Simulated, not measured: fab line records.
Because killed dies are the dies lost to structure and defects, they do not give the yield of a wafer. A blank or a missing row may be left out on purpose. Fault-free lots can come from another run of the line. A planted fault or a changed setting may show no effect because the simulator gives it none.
Chamber matching ; flow nand harc ; rie diel-06 running NHARC_A_BONDPAD_DESCUM_11: 4 sister chambers
The step chemistry O2, time 3 s. 8 wafers are shown with their chamber, then 8 later ones without.

== WAFERS PAIRED WITH THEIR CHAMBERS ==
wafer;chamber;drypump motor current A (A);oes product au (a.u.)
L285.6;3;6.3;0.997
L289.5;0;5.5;0.985
L289.6;3;6.2;1.000
L297.1;1;4.7;1.000
L297.5;1;4.7;1.003
L299.4;0;5.5;0.979
L299.5;2;5.6;0.998
L301.1;2;5.6;1.004

== WAFERS WITHOUT THEIR CHAMBER ==
wafer;drypump motor current A (A);oes product au (a.u.)
L301.4;6.3;0.986
L301.6;6.3;0.985
L305.1;6.2;1.000
L305.2;5.6;0.993
L305.3;4.7;1.001
L307.2;5.6;1.006
L307.3;5.5;0.985
L307.4;6.3;1.008

== EACH ONE'S CHAMBER ==
wafer;from the rows above;in truth
L301.4;3;3
L301.6;3;3
L305.1;3;3
L305.2;can't be placed: 2 or 0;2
L305.3;1;1
L307.2;2;2
L307.3;0;0
L307.4;3;3
7 of 8 placed correctly. Not placeable from these rows: 1 (in 1, the candidates include the true chamber). Number placed wrongly: 0.
How it was worked out, from the rows above alone: a wafer's distance from a chamber is the root of the sum, over the readings, of the square of ((its reading less the chamber's mean) divided by the reading's scatter). The wafer belongs to the nearest chamber; if the next one is less than 2 further off, it can't be placed. For every chamber, the mean is computed from those of its wafers that are shown. How the scatter is found: for the shown wafers, subtract from each reading the mean of its chamber, square and add these, divide the total by (wafers less chambers), then take the root.
